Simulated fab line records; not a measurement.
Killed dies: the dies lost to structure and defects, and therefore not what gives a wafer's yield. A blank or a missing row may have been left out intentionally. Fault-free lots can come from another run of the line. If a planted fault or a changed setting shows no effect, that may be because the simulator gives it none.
Matching of chambers :: flow n5Finfet :: 4 sister chambers for N5_BEOL_M11_VIA_ETCH_34 on rieDiel-05
The step etches SiCOH lowk in C4F6/O2, target depth 184.5 nm, time 69.2 s. 22 wafers are shown with their chamber, then 11 later ones without.

## EACH WAFER AND ITS CHAMBER
wafer: L074.2
chamber: 1
drypumpMotorCurrentA (A): 5.15
rfVppV (V): 670
showerheadPlenumPTorr (Torr): 2.70

wafer: L074.3
chamber: 3
drypumpMotorCurrentA (A): 5.75
rfVppV (V): 668
showerheadPlenumPTorr (Torr): 2.76

wafer: L074.5
chamber: 2
drypumpMotorCurrentA (A): 5.67
rfVppV (V): 649
showerheadPlenumPTorr (Torr): 2.79

wafer: L078.2
chamber: 3
drypumpMotorCurrentA (A): 5.76
rfVppV (V): 665
showerheadPlenumPTorr (Torr): 2.75

wafer: L078.3
chamber: 1
drypumpMotorCurrentA (A): 5.19
rfVppV (V): 669
showerheadPlenumPTorr (Torr): 2.70

wafer: L078.6
chamber: 3
drypumpMotorCurrentA (A): 5.76
rfVppV (V): 666
showerheadPlenumPTorr (Torr): 2.75

wafer: L083.1
chamber: 0
drypumpMotorCurrentA (A): 5.77
rfVppV (V): 652
showerheadPlenumPTorr (Torr): 2.80

wafer: L083.2
chamber: 1
drypumpMotorCurrentA (A): 5.15
rfVppV (V): 668
showerheadPlenumPTorr (Torr): 2.70

wafer: L083.5
chamber: 0
drypumpMotorCurrentA (A): 5.77
rfVppV (V): 652
showerheadPlenumPTorr (Torr): 2.80

wafer: L080.1
chamber: 0
drypumpMotorCurrentA (A): 5.79
rfVppV (V): 650
showerheadPlenumPTorr (Torr): 2.80

wafer: L080.3
chamber: 2
drypumpMotorCurrentA (A): 5.68
rfVppV (V): 647
showerheadPlenumPTorr (Torr): 2.79

wafer: L080.4
chamber: 3
drypumpMotorCurrentA (A): 5.75
rfVppV (V): 666
showerheadPlenumPTorr (Torr): 2.75

wafer: L082.1
chamber: 0
drypumpMotorCurrentA (A): 5.77
rfVppV (V): 651
showerheadPlenumPTorr (Torr): 2.80

wafer: L082.2
chamber: 2
drypumpMotorCurrentA (A): 5.61
rfVppV (V): 649
showerheadPlenumPTorr (Torr): 2.79

wafer: L082.5
chamber: 0
drypumpMotorCurrentA (A): 5.77
rfVppV (V): 651
showerheadPlenumPTorr (Torr): 2.80

wafer: L084.2
chamber: 0
drypumpMotorCurrentA (A): 5.79
rfVppV (V): 650
showerheadPlenumPTorr (Torr): 2.79

wafer: L084.4
chamber: 2
drypumpMotorCurrentA (A): 5.68
rfVppV (V): 648
showerheadPlenumPTorr (Torr): 2.79

wafer: L084.6
chamber: 2
drypumpMotorCurrentA (A): 5.66
rfVppV (V): 648
showerheadPlenumPTorr (Torr): 2.79

wafer: L087.4
chamber: 0
drypumpMotorCurrentA (A): 5.81
rfVppV (V): 651
showerheadPlenumPTorr (Torr): 2.79

wafer: L087.5
chamber: 3
drypumpMotorCurrentA (A): 5.75
rfVppV (V): 665
showerheadPlenumPTorr (Torr): 2.74

wafer: L087.6
chamber: 1
drypumpMotorCurrentA (A): 5.20
rfVppV (V): 668
showerheadPlenumPTorr (Torr): 2.69

wafer: L090.1
chamber: 2
drypumpMotorCurrentA (A): 5.62
rfVppV (V): 647
showerheadPlenumPTorr (Torr): 2.78

SIGNATURES (averages over the wafers above)
reading: drypumpMotorCurrentA
chamber 0: 5.7814
chamber 1: 5.1725
chamber 2: 5.6533
chamber 3: 5.7540
scatter within a chamber: 0.0216

reading: rfVppV
chamber 0: 651.00
chamber 1: 668.75
chamber 2: 648.00
chamber 3: 666.00
scatter within a chamber: 0.965

reading: showerheadPlenumPTorr
chamber 0: 2.7971
chamber 1: 2.6975
chamber 2: 2.7883
chamber 3: 2.7500
scatter within a chamber: 0.00528
Rule: for each reading, subtract the chamber's mean from the wafer's reading, divide by that reading's scatter and square the result; add these up over the readings and take the root, which gives the wafer's distance from the chamber. The wafer belongs to the nearest chamber; if the next one is less than 2 further off, it can't be placed. The scatter is the square root of a quotient: the sum, over the shown wafers, of each reading's squared deviation from its chamber's mean, divided by wafers minus chambers.

## WAFERS MISSING THEIR CHAMBER
wafer: L090.2
drypumpMotorCurrentA (A): 5.80
rfVppV (V): 651
showerheadPlenumPTorr (Torr): 2.79

wafer: L090.4
drypumpMotorCurrentA (A): 5.23
rfVppV (V): 669
showerheadPlenumPTorr (Torr): 2.69

wafer: L094.1
drypumpMotorCurrentA (A): 5.74
rfVppV (V): 666
showerheadPlenumPTorr (Torr): 2.74

wafer: L094.2
drypumpMotorCurrentA (A): 5.77
rfVppV (V): 652
showerheadPlenumPTorr (Torr): 2.79

wafer: L094.5
drypumpMotorCurrentA (A): 5.19
rfVppV (V): 669
showerheadPlenumPTorr (Torr): 2.69

wafer: L095.1
drypumpMotorCurrentA (A): 5.77
rfVppV (V): 665
showerheadPlenumPTorr (Torr): 2.74

wafer: L095.5
drypumpMotorCurrentA (A): 5.65
rfVppV (V): 646
showerheadPlenumPTorr (Torr): 2.78

wafer: L095.6
drypumpMotorCurrentA (A): 5.17
rfVppV (V): 670
showerheadPlenumPTorr (Torr): 2.69

wafer: L096.3
drypumpMotorCurrentA (A): 5.21
rfVppV (V): 669
showerheadPlenumPTorr (Torr): 2.68

wafer: L096.5
drypumpMotorCurrentA (A): 5.19
rfVppV (V): 668
showerheadPlenumPTorr (Torr): 2.68

wafer: L096.6
drypumpMotorCurrentA (A): 5.64
rfVppV (V): 649
showerheadPlenumPTorr (Torr): 2.78

## EACH ONE'S CHAMBER
wafer: L090.2
from the rows above: 0
in truth: 0

wafer: L090.4
from the rows above: 1
in truth: 1

wafer: L094.1
from the rows above: 3
in truth: 3

wafer: L094.2
from the rows above: 0
in truth: 0

wafer: L094.5
from the rows above: 1
in truth: 1

wafer: L095.1
from the rows above: 3
in truth: 3

wafer: L095.5
from the rows above: 2
in truth: 2

wafer: L095.6
from the rows above: 1
in truth: 1

wafer: L096.3
from the rows above: 1
in truth: 1

wafer: L096.5
from the rows above: 1
in truth: 1

wafer: L096.6
from the rows above: 2
in truth: 2
Correct placement for 11 of the 11. From these rows, 0 cannot be placed. Number placed wrongly: 0.
